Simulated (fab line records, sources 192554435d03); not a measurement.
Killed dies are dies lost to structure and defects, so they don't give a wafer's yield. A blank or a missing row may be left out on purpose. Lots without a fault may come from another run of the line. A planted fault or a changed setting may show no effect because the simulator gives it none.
fab line records | flow n5_finfet
record lots=4 wafers=10 last_day=19
route steps=1938 shown BEOL_M2@919 BEOL_M3@931 BEOL_M4@1111 PASSIVATION@1936
lots that met no fault: from a run of the same line without faults
start_h: hours from the record's first day to the start of the lot's first wafer shown | wait_h: hours since the lot's step before | " the same as in the row above | L1.1+2: a row that stands for several wafers | - no value, or no start given | * or withheld: withheld | < > ~ a bound
route shown NAME@n: a module of which the file shows steps, and the number in the route of the first | usual: mean/standard deviation of fault-free wafers | same: alike in all rows | chamber/n: place in a boat | sites: the reading at each site | _std_site: their standard deviation | _edge_site: outer sites' mean less inner sites' | radius_mm: how far each site lies from the wafer's centre | mask NAME#n: copy n | behind: the tool/chamber that last shaped the wafer | hold: why the lot was held/for how many hours/how that ended | device: the transistor (n, p or np) that didn't switch | end of line: the same wafers' tests at the end of the route | a step without rows: its recipe alone | killed: dies lost to structure and defects at the first sort, not the wafer's yield | map: a wafer's dies, x killed, . not, _ none there
set.NAME: the setting as run; set.NAME@STEP: as run at that earlier step | model.NAME: the simulator's own value behind a step, which no gauge read
lots at some steps of the route; a table a step, a row a wafer
services: from which hour (start_h, from the record's first day; less than 0 if before it) a tool's chamber was out of use, for how many hours, and why
## steps
# step N5_BEOL_M2_ANNEAL_95
# recipe temp_c=400 time_s=240 ambient=vacuum
# step N5_BEOL_M2_SPUTTER_96
# recipe material=Cu target_thk_a=45 temp_c=-20 chamber_pressure_pa=0.07 power_w=withheld time_s=8.29
# step N5_BEOL_M2_ECD_50
# recipe material=Cu target_thk_a=3000
# step N5_BEOL_M2_ANNEAL_51
# recipe temp_c=225 time_s=90 ambient=N2
# step N5_BEOL_M2_CMP_52
# recipe stop_on=SiOC t_overpolish_s=6.8 down_force_psi=1 platen_rpm=50 clearing_platen_down_force_psi=1.5 clearing_platen_rpm=50 post_cmp_clean=cu_alkaline target_thk_nm=40 clearing_platen_pad_velocity_m_s=0.99484 pad_velocity_m_s=0.99484
# step N5_BEOL_M2_PRE_CLEAN_60
# recipe gas=NH3/H2 time_s=15 temp_c=* rf_power_w=300
# step N5_BEOL_M2_CO_CAP_55
# recipe material=Co target_thk_a=20 temp_c=200 precursor=CCTBA/H2 pressure_torr=30 time_s=102.1
# step N5_BEOL_M2_PRE_CLEAN_56
# recipe gas=NH3 time_s=15 temp_c=withheld rf_power_w=300
# step N5_BEOL_M2_DEP_57
# recipe material=SiCN target_thk_a=80 temp_c=withheld precursor=3MS/NH3 pressure_torr=3 rf_w=202 time_s=14
# step N5_BEOL_M3_ILD_DEP_00
# recipe material=SiOC target_thk_a=790 temp_c=350 precursor=DEMS/O2 pressure_torr=5 rf_w=500 time_s=15.3
# usual heater_power_w=475/110 showerhead_plenum_p_Torr=5.696/0.018 throttle_valve_pct=12.0/0.58
# columns lot.wafer tool chamber start_h wait_h heater_power_w showerhead_plenum_p_Torr throttle_valve_pct model.SiOC_of_BEOL_M3_ILD_DEP_00.thk_nm
L165.1 pecvd-03 0 196.90 0.0 298 5.694 12.1 80
L165.3 " 2 " " 460 5.731 11.0 79.2
L165.4 " 0 " " 295 5.699 12.0 81.6
L164.2 pecvd-03 1 209.38 0.0 339 5.695 12.7 141.8
L164.3 " 2 " " 490 5.717 11.5 78.4
L164.6 " 2 " " 498 5.720 11.1 80.2
L166.3 pecvd-03 2 211.23 0.1 597 5.728 11.6 80.4
L166.4 " 1 " " 409 5.695 12.4 144.4
L179.3 pecvd-01 1 286.93 0.0 570 5.703 11.4 77.6
L179.4 " 2 " " 397 5.704 11.3 78.4
# step N5_BEOL_M3_THK_MEAS_01
# recipe reads=SiOC_of_BEOL_M3_ILD_DEP_00
# usual M3_ILD_THK=79.3/1.2
# columns lot.wafer tool chamber start_h wait_h M3_ILD_THK[nm]
L165.1 film_metro-01 - 196.96 0.0 80.1
L165.3 " - " " 79.0
L165.4 " - " " 81.6
L164.2 film_metro-01 - 209.45 0.1 141.7
L164.3 " - " " 78.4
L164.6 " - " " 80.1
L166.3 film_metro-02 - 211.30 0.1 80.4
L166.4 " - " " 144.5
L179.3 film_metro-02 - 287.00 0.1 77.5
L179.4 " - " " 78.5
# step N5_BEOL_M3_PECVD_72
# recipe material=SiO2 target_thk_a=160 temp_c=400 precursor=TEOS/O2 pressure_torr=5.5 rf_w=450 teos_flow_sccm=53.8 gas=O2 flow_sccm=3000 time_s=18
# step N5_BEOL_M3_HM_DEP_02
# recipe material=TiN target_thk_a=200 temp_c=25 chamber_pressure_pa=0.49996
# step N5_BEOL_M3_COAT_61
# recipe resist=SOC temp_c=250 time_s=60 spin_rpm=1500 resist_thk_nm=60
# step N5_BEOL_M3_COAT_62
# recipe resist=SiARC temp_c=220 time_s=60 spin_rpm=1500 resist_thk_nm=12
# step N5_BEOL_M3_COAT_73
# recipe resist=underlayer temp_c=205 time_s=60 spin_rpm=1500 resist_thk_nm=5
# step N5_BEOL_M3_COAT_05
# recipe resist=CAR-EUV spin_rpm=1500 resist_thk_nm=30
# step N5_BEOL_M3_EBR_07
# recipe solvent=PGMEA ebr_width_mm=1.5
# step N5_BEOL_M3_SOFTBAKE_06
# recipe temp_c=110 time_s=60 resist=CAR-EUV
# step N5_BEOL_M3_EXPOSE_08
# recipe mask_id=M3 na=0.33 source_shape=dipole sigma_inner=0.369 sigma_outer=0.767 polarization=unpolarized dose_mj=33
# step N5_BEOL_M3_PEB_09
# recipe peb_temp_c=100 peb_time_s=60 resist=CAR-EUV
# step N5_BEOL_M3_DEVELOP_10
# recipe develop_time_s=30 developer=TMAH resist=CAR-EUV rinse_liquid=surfactant_rinse dry=air_spin dev_temp_c=23
# step N5_BEOL_M3_DESCUM_16
# recipe chemistry=O2 time_s=7 source_power_w=50 bias_power_w=20 pressure_mtorr=20 rf_frequency_hz=2.712e+07 temp_c=40 resist=CAR-EUV o2_flow_sccm=225
# step N5_BEOL_M3_ETCH_74
# recipe chemistry=N2/H2 target=underlayer target_depth_a=65 mask_material=CAR-EUV time_s=5.2 ion_energy_ev=200 pressure_mtorr=30 source_w=840 bias_w=150 n2_flow_sccm=200 h2_flow_sccm=200 ends=cleared
# step N5_BEOL_M3_ETCH_63
# recipe chemistry=CF4 target=SiARC target_depth_a=156 mask_material=CAR-EUV time_s=26 ion_energy_ev=80 pressure_mtorr=40 source_w=545 bias_w=36 Ar_flow_sccm=100 cf4_flow_sccm=100 ends=cleared
# step N5_BEOL_M3_ETCH_64
# recipe chemistry=N2/H2 target=SOC target_depth_a=750 overetch_a=150 mask_material=SiARC temp_c=40 time_s=112.5 ion_energy_ev=200 pressure_mtorr=30 source_w=840 bias_w=150 n2_flow_sccm=200 h2_flow_sccm=200
# step N5_BEOL_M3_STRIP_65
# recipe chemistry=N2/H2 temp_c=40 n2_flow_sccm=200 h2_flow_sccm=200 rf_frequency_hz=6e+07
# step N5_BEOL_M3_STRIP_75
# recipe chemistry=N2/H2 temp_c=40 n2_flow_sccm=200 h2_flow_sccm=200 rf_frequency_hz=6e+07
# step N5_BEOL_M3_STRIP_66
# recipe chemistry=CF4 resist=SiARC power_w=300 bias_power_w=75 pressure_mtorr=50 cf4_flow_sccm=150 rf_frequency_hz=6e+07
# step N5_BEOL_M3_HM_OPEN_17
# recipe chemistry=Cl2/BCl3 target_depth_a=200 overetch_a=60 target=TiN mask_material=SOC ion_energy_ev=150 pressure_mtorr=10 icp_w=1000 bias_w=126 Cl2_flow_sccm=53.25 bcl3_flow_sccm=21.75 Ar_flow_sccm=25
# step N5_BEOL_M3_STRIP_19
# recipe chemistry=O2 power_w=400 temp_c=40 pressure_mtorr=30 rf_frequency_hz=6e+07 bias_power_w=0 overash_fraction=0.2 o2_flow_sccm=225
# step N5_BEOL_M3_COAT_67
# recipe resist=SOC temp_c=250 time_s=60 spin_rpm=1500 resist_thk_nm=60
# step N5_BEOL_M3_COAT_68
# recipe resist=SiARC temp_c=220 time_s=60 spin_rpm=1500 resist_thk_nm=12
# step N5_BEOL_M3_COAT_76
# recipe resist=underlayer temp_c=205 time_s=60 spin_rpm=1500 resist_thk_nm=5
# step N5_BEOL_M3_COAT_22
# recipe resist=CAR-EUV spin_rpm=1500 resist_thk_nm=30
# step N5_BEOL_M3_CMP_52
# recipe stop_on=SiOC t_overpolish_s=6.8 down_force_psi=1 platen_rpm=50 clearing_platen_down_force_psi=1.5 clearing_platen_rpm=50 post_cmp_clean=cu_alkaline target_thk_nm=40 clearing_platen_pad_velocity_m_s=0.99484 pad_velocity_m_s=0.99484
# usual motor_current_A=6.1/0.5 slurry_filter_dp_kPa=13.51/0.13 slurry_flow_ml_min=150.0/0.46
# columns lot.wafer tool chamber start_h wait_h motor_current_A slurry_filter_dp_kPa slurry_flow_ml_min model.SiOC_of_BEOL_M3_ILD_DEP_00.thk_nm model.Cu_of_BEOL_M3_ECD_50.thk_nm
L165.3 cmp-01 0 212.37 0.2 6.7 13.31 150.7 76.2 40.4
L165.4 " 1 " " 6.8 13.30 150.4 78.6 45
L165.1 " 2 " " 5.6 13.31 150.0 77 40
L164.3 cmp-01 2 226.66 0.2 5.4 13.49 150.0 75.4 40.2
L164.2 " 1 " " 6.7 13.35 150.0 138.8 104
L164.6 " 2 " " 5.6 13.57 149.8 77.2 41.4
L166.3 cmp-03 2 228.44 0.2 5.7 13.61 150.3 77.4 40
L166.4 " 3 " " 6.9 13.28 149.9 141.6 105
L179.3 cmp-04 2 301.10 0.2 5.7 13.41 149.9 74.6 38.6
L179.4 " 3 " " 6.5 13.33 149.8 75.4 40
# step N5_BEOL_M4_RC_MEAS_101
# usual DIBL_N=37.7/2 DIBL_P=37.7/2.3 IOFF_N=0.18/0.039 IOFF_P=0.23/0.042 ION_N=681/12 ION_P=463/8 SS_N=71.9/0.68 SS_P=73.6/0.71 VT_N=248/3.2 VT_P=-249/3.1
# columns lot.wafer tool chamber start_h wait_h DIBL_N[mV/V] DIBL_P[mV/V] IOFF_N[nA/um] IOFF_P[nA/um] ION_N[uA/um] ION_P[uA/um] SS_N[mV/dec] SS_P[mV/dec] VT_N[mV] VT_P[mV]
L165.1 prober-02 0 264.92 0.0 37.5 35.6 0.14 0.20 668 467 72.1 73.1 252 -249
L165.3 " 0 " " 40.2 37.2 0.20 0.23 686 463 73.0 73.9 248 -249
L165.4 " 0 " " 40.6 40.5 0.21 0.28 684 467 72.9 74.7 243 -247
L164.3 prober-01 0 274.23 0.3 37.5 35.6 0.19 0.20 681 456 71.8 73.0 245 -250
L164.6 " 0 " " 35.1 33.7 0.15 0.19 683 466 71.0 72.4 248 -251
L166.3 prober-02 0 276.85 0.3 36.0 35.9 0.14 0.17 665 447 71.2 72.2 252 -256
L179.3 prober-02 0 358.40 0.3 40.2 41.9 0.23 0.27 682 461 72.8 74.6 246 -249
L179.4 " 0 " " 37.7 39.5 0.18 0.22 686 462 71.9 73.5 245 -251
# step N5_PASSIVATION_PROBE_49
# usual defect_limited_yield=91.1/1.4 killed_at_M0_to_M3=34/9.6 killed_at_M4_up=15/5.3 killed_at_contacts=12/6.1 killed_at_front_end=40/11 killed_at_other=3.5/2.8 killed_dies=105/17 killed_on_rim=14/4.3 killed_open=70/12 killed_short=34/7.7 sort_bin_5_function=5.2/0.97 sort_bin_6_memory=3.4/0.62 sort_n_pass=1075/17 sort_yield_pct=91.1/1.4
# same gross_dies=1180 killed_at_back_side=0 sort_bin_4_leakage[%]=0 sort_bin_8_speed[%]=0
# columns lot.wafer tool chamber start_h wait_h defect_limited_yield[%] killed_at_M0_to_M3 killed_at_M4_up killed_at_contacts killed_at_front_end killed_at_other killed_dies killed_on_rim killed_open killed_short sort_bin_5_function[%] sort_bin_6_memory[%] sort_n_pass sort_yield_pct[%]
L164.2 prober-01 - 387.88 0.1 0 1119 23 1 32 5 1180 152 57 25 96.9 3.1 0 0
L166.3 prober-01 - 392.36 0.1 87.7 43 15 22 65 0 145 25 77 53 6.4 4.2 1035 87.7
L166.4 prober-01 - 392.41 0.2 0 1109 10 26 35 0 1180 152 64 36 96.1 3.5 0 0
L179.3 prober-01 - 457.03 0.1 92.1 30 21 10 26 6 93 11 53 40 4.5 2.9 1087 92.1
# killed by level:class
L164.2 BEOL_M3:area_dep=1095 BEOL_M4:geometric_particle:open=10 FIN_SAQP:geometric_particle:open=7 BEOL_M2:geometric_particle:open=6 STI_FIN_REVEAL:geometric_particle:open=5 DUMMY_GATE:geometric_particle:open=5 BEOL_M2:geometric_particle:short=5 BEOL_M0_SAQP:geometric_particle:short=4
L166.3 MOL_CONTACT_COAG:geometric_particle:open=17 FIN_SAQP:geometric_particle:open=14 HKMG_FIN:area_etch=13 BEOL_M3:geometric_particle:open=12 BEOL_M0_SAQP:geometric_particle:short=11 FIN_SAQP:geometric_particle:short=8 STI_FIN_REVEAL:geometric_particle:open=7 GATE_CUT:geometric_particle:short=6
L166.4 BEOL_M3:area_dep=1080 MOL_CONTACT_COAG:geometric_particle:open=18 STI_FIN_REVEAL:geometric_particle:open=12 BEOL_M3:geometric_particle:open=11 MOL_CONTACT_COAG:geometric_particle:short=8 BEOL_M0_SAQP:geometric_particle:short=8 FIN_SAQP:geometric_particle:open=4 FIN_SAQP:geometric_particle:short=4
L179.3 FIN_SAQP:geometric_particle:short=9 BEOL_M0_SAQP:geometric_particle:open=9 MOL_CONTACT_COAG:geometric_particle:open=8 BEOL_M2:geometric_particle:open=7 BEOL_M4:geometric_particle:open=7 BEOL_M4:geometric_particle:short=6 BEOL_M0_SAQP:geometric_particle:short=5 BEOL_M2:geometric_particle:short=3
# map L164.2 (x killed, . not)
_________________xxxxxxxxxxxx________________
______________xxxxxxxxxxxxxxxxxx_____________
___________xxxxxxxxxxxxxxxxxxxxxxxx__________
__________xxxxxxxxxxxxxxxxxxxxxxxxxx_________
________xxxxxxxxxxxxxxxxxxxxxxxxxxxxxx_______
_______xxxxxxxxxxxxxxxxxxxxxxxxxxxxxxxx______
______xxxxxxxxxxxxxxxxxxxxxxxxxxxxxxxxxx_____
_____xxxxxxxxxxxxxxxxxxxxxxxxxxxxxxxxxxxx____
____xxxxxxxxxxxxxxxxxxxxxxxxxxxxxxxxxxxxxx___
___xxxxxxxxxxxxxxxxxxxxxxxxxxxxxxxxxxxxxxxx__
___xxxxxxxxxxxxxxxxxxxxxxxxxxxxxxxxxxxxxxxx__
__xxxxxxxxxxxxxxxxxxxxxxxxxxxxxxxxxxxxxxxxxx_
__xxxxxxxxxxxxxxxxxxxxxxxxxxxxxxxxxxxxxxxxxx_
_xxxxxxxxxxxxxxxxxxxxxxxxxxxxxxxxxxxxxxxxxxxx
_xxxxxxxxxxxxxxxxxxxxxxxxxxxxxxxxxxxxxxxxxxxx
_xxxxxxxxxxxxxxxxxxxxxxxxxxxxxxxxxxxxxxxxxxxx
_xxxxxxxxxxxxxxxxxxxxxxxxxxxxxxxxxxxxxxxxxxxx
_xxxxxxxxxxxxxxxxxxxxxxxxxxxxxxxxxxxxxxxxxxxx
_xxxxxxxxxxxxxxxxxxxxxxxxxxxxxxxxxxxxxxxxxxxx
_xxxxxxxxxxxxxxxxxxxxxxxxxxxxxxxxxxxxxxxxxxxx
_xxxxxxxxxxxxxxxxxxxxxxxxxxxxxxxxxxxxxxxxxxxx
__xxxxxxxxxxxxxxxxxxxxxxxxxxxxxxxxxxxxxxxxxx_
__xxxxxxxxxxxxxxxxxxxxxxxxxxxxxxxxxxxxxxxxxx_
___xxxxxxxxxxxxxxxxxxxxxxxxxxxxxxxxxxxxxxxx__
___xxxxxxxxxxxxxxxxxxxxxxxxxxxxxxxxxxxxxxxx__
____xxxxxxxxxxxxxxxxxxxxxxxxxxxxxxxxxxxxxx___
_____xxxxxxxxxxxxxxxxxxxxxxxxxxxxxxxxxxxx____
______xxxxxxxxxxxxxxxxxxxxxxxxxxxxxxxxxx_____
_______xxxxxxxxxxxxxxxxxxxxxxxxxxxxxxxx______
________xxxxxxxxxxxxxxxxxxxxxxxxxxxxxx_______
__________xxxxxxxxxxxxxxxxxxxxxxxxxx_________
___________xxxxxxxxxxxxxxxxxxxxxxxx__________
______________xxxxxxxxxxxxxxxxxx_____________
_________________xxxxxxxxxxxx________________
# map L166.4 (x killed, . not)
_________________xxxxxxxxxxxx________________
______________xxxxxxxxxxxxxxxxxx_____________
___________xxxxxxxxxxxxxxxxxxxxxxxx__________
__________xxxxxxxxxxxxxxxxxxxxxxxxxx_________
________xxxxxxxxxxxxxxxxxxxxxxxxxxxxxx_______
_______xxxxxxxxxxxxxxxxxxxxxxxxxxxxxxxx______
______xxxxxxxxxxxxxxxxxxxxxxxxxxxxxxxxxx_____
_____xxxxxxxxxxxxxxxxxxxxxxxxxxxxxxxxxxxx____
____xxxxxxxxxxxxxxxxxxxxxxxxxxxxxxxxxxxxxx___
___xxxxxxxxxxxxxxxxxxxxxxxxxxxxxxxxxxxxxxxx__
___xxxxxxxxxxxxxxxxxxxxxxxxxxxxxxxxxxxxxxxx__
__xxxxxxxxxxxxxxxxxxxxxxxxxxxxxxxxxxxxxxxxxx_
__xxxxxxxxxxxxxxxxxxxxxxxxxxxxxxxxxxxxxxxxxx_
_xxxxxxxxxxxxxxxxxxxxxxxxxxxxxxxxxxxxxxxxxxxx
_xxxxxxxxxxxxxxxxxxxxxxxxxxxxxxxxxxxxxxxxxxxx
_xxxxxxxxxxxxxxxxxxxxxxxxxxxxxxxxxxxxxxxxxxxx
_xxxxxxxxxxxxxxxxxxxxxxxxxxxxxxxxxxxxxxxxxxxx
_xxxxxxxxxxxxxxxxxxxxxxxxxxxxxxxxxxxxxxxxxxxx
_xxxxxxxxxxxxxxxxxxxxxxxxxxxxxxxxxxxxxxxxxxxx
_xxxxxxxxxxxxxxxxxxxxxxxxxxxxxxxxxxxxxxxxxxxx
_xxxxxxxxxxxxxxxxxxxxxxxxxxxxxxxxxxxxxxxxxxxx
__xxxxxxxxxxxxxxxxxxxxxxxxxxxxxxxxxxxxxxxxxx_
__xxxxxxxxxxxxxxxxxxxxxxxxxxxxxxxxxxxxxxxxxx_
___xxxxxxxxxxxxxxxxxxxxxxxxxxxxxxxxxxxxxxxx__
___xxxxxxxxxxxxxxxxxxxxxxxxxxxxxxxxxxxxxxxx__
____xxxxxxxxxxxxxxxxxxxxxxxxxxxxxxxxxxxxxx___
_____xxxxxxxxxxxxxxxxxxxxxxxxxxxxxxxxxxxx____
______xxxxxxxxxxxxxxxxxxxxxxxxxxxxxxxxxx_____
_______xxxxxxxxxxxxxxxxxxxxxxxxxxxxxxxx______
________xxxxxxxxxxxxxxxxxxxxxxxxxxxxxx_______
__________xxxxxxxxxxxxxxxxxxxxxxxxxx_________
___________xxxxxxxxxxxxxxxxxxxxxxxx__________
______________xxxxxxxxxxxxxxxxxx_____________
_________________xxxxxxxxxxxx________________
## services
# columns tool chamber start_h hours kind
cmp-03 - 185.93 5.7 pm
pecvd-03 2 200.08 5.5 scheduled_down
cmp-01 - 206.67 2.5 repair
pecvd-03 0 210.57 2.1 scheduled_down
pecvd-01 - 212.39 6.0 pm
cmp-03 - 229.64 2.4 repair
cmp-04 - 230.60 3.3 pm
pecvd-03 2 238.65 2.1 scheduled_down
pecvd-01 1 239.56 2.1 scheduled_down
cmp-03 - 245.03 4.0 pm
cmp-03 - 249.03 - consumable_replace:conditioner
cmp-03 - 249.03 - consumable_replace:pad
pecvd-01 - 256.72 1.2 repair
pecvd-01 - 264.29 1.3 repair
cmp-04 - 272.97 4.0 pm
cmp-04 - 276.97 - consumable_replace:conditioner
cmp-04 - 276.97 - consumable_replace:pad
## key
first_sign step=N5_BEOL_M3_THK_MEAS_01 reading=M3_ILD_THK direction=up sigmas=53 usual=79.3 struck=143.1
effect step=N5_PASSIVATION_PROBE_49 reading=killed_at_M0_to_M3 direction=up sigmas=99+ usual=34 struck=1114
model_effect step=N5_BEOL_M3_ILD_DEP_00 value=SiOC_of_BEOL_M3_ILD_DEP_00.thk_nm without=80.3 struck=143.1
model_effect step=N5_BEOL_M3_CMP_52 value=SiOC_of_BEOL_M3_ILD_DEP_00.thk_nm without=77.3 struck=140.2
more_kills_born_at N5_BEOL_M3_ILD_DEP_00@pecvd-03=2175
met_at N5_BEOL_M3_ILD_DEP_00
struck_wafers L164.2,L166.4
later_rows_left_out L164.2,L166.4
baseline_loss step=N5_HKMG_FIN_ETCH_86 wafers=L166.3
onset_between 196.90 209.38
fault kind=process_parameter_drift tool=pecvd-03 chamber=- onset_h=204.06 steps=N5_BEOL_M3_ILD_DEP_00 channel=time_s offset=* shape=step end_h=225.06 scope=struck_wafers_only acts_in=* stated=*
# later_rows_left_out: the simulator's readings of these wafers behind a module that went badly wrong aren't trusted and aren't shown, but for the sort
# baseline_loss: these wafers lose ten dies or more at that step, a loss of the line's own and not of a fault; the sort's usual values leave them out
